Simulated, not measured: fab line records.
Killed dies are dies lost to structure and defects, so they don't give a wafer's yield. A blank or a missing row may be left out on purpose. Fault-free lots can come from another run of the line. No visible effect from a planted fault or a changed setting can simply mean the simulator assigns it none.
The tool behind it: which one?    flow nandHarc    6 lots, 18 wafers sampled, at 5 steps of a route of 1159

== WHAT THE GAUGES READ, wafer by wafer ==
NHARC_END_SORT_01.
lot   measured      on         defectLimitedYield (%)
L252  day 21 00:17  prober-02  97.8 0 97.6

== TOOL THAT RAN EACH LOT (tool first, then ch and the chambers of the sampled wafers, then the start) ==
lot   NHARC_A_M1_DEP_00                NHARC_A_BONDPAD_ETCH_12                       NHARC_A_BONDPAD_PRE_CLEAN_26            NHARC_THIN_TSV_ETCH_15
L250  pecvd-01 ch 0,1, day 18 04:02    rieDiel-03 ch 0,3, day 19 06:07 or earlier    pvdSputter-01, day 19 06:07 or earlier  rieSi-06 ch 1,3, day 19 06:07
L252  pecvd-01 ch 0,1, day 18 23:21    rieDiel-06 ch 0,3, day 19 23:36 or earlier    pvdSputter-03, day 19 23:36 or earlier  rieSi-02 ch 0,1, day 19 23:36
L268  pecvd-02 ch 0,1,2, day 22 06:47  rieDiel-06 ch 0,1,2, day 23 03:39 or earlier  pvdSputter-02, day 23 03:39 or earlier  rieSi-01 ch 0,2,3, day 23 03:39
L270  pecvd-01 ch 0,1, day 22 14:13    rieDiel-06 ch 1,2, day 23 13:40 or earlier    pvdSputter-02, day 23 13:40 or earlier  rieSi-06 ch 0,1,2, day 23 13:40
L264  pecvd-02 ch 1,2, day 23 00:22    rieDiel-06 ch 0,1,2, day 23 23:36 or earlier  pvdSputter-02, day 23 23:36 or earlier  rieSi-06 ch 1,2, day 23 23:36
L272  pecvd-01 ch 0,1, day 23 08:36    rieDiel-06 ch 0,3, day 24 06:10 or earlier    pvdSputter-01, day 24 06:10 or earlier  rieSi-01 ch 0,2,3, day 24 06:10
- NHARC_A_M1_DEP_00: deposits SiOC, target thk 182.5 nm.
- NHARC_A_BONDPAD_ETCH_12: etches the open film in CHF3/O2, target depth 220 nm, time 110 s.
- NHARC_A_BONDPAD_PRE_CLEAN_26: time 30 s.
- NHARC_THIN_TSV_ETCH_15: target depth 3000 nm, bosch target overetch cycles 2, bosch etch step 2.8 s.

== THE ANSWER, worked out from the rows above alone ==
Rule: the lots themselves supply what counts as usual. Put in order of their means at a reading, lots are off if they are a third of the lots or fewer, leave a main group of 4 or more, and stand apart from it by a gap of 3 or more times the standard deviation of the main group's means; of several such gaps the widest counts. A main group whose means are all the same, to the digits that the tables above print for the reading, isn't used. Also off: a lot with no number at a reading for which 4 or more lots have one. Where the step has rows for the other lots, those lots are counted as sound.
No lot is off on any of the readings shown, so nothing can be concluded from this.

== WHAT THE SIMULATOR HAD PUT IN ==
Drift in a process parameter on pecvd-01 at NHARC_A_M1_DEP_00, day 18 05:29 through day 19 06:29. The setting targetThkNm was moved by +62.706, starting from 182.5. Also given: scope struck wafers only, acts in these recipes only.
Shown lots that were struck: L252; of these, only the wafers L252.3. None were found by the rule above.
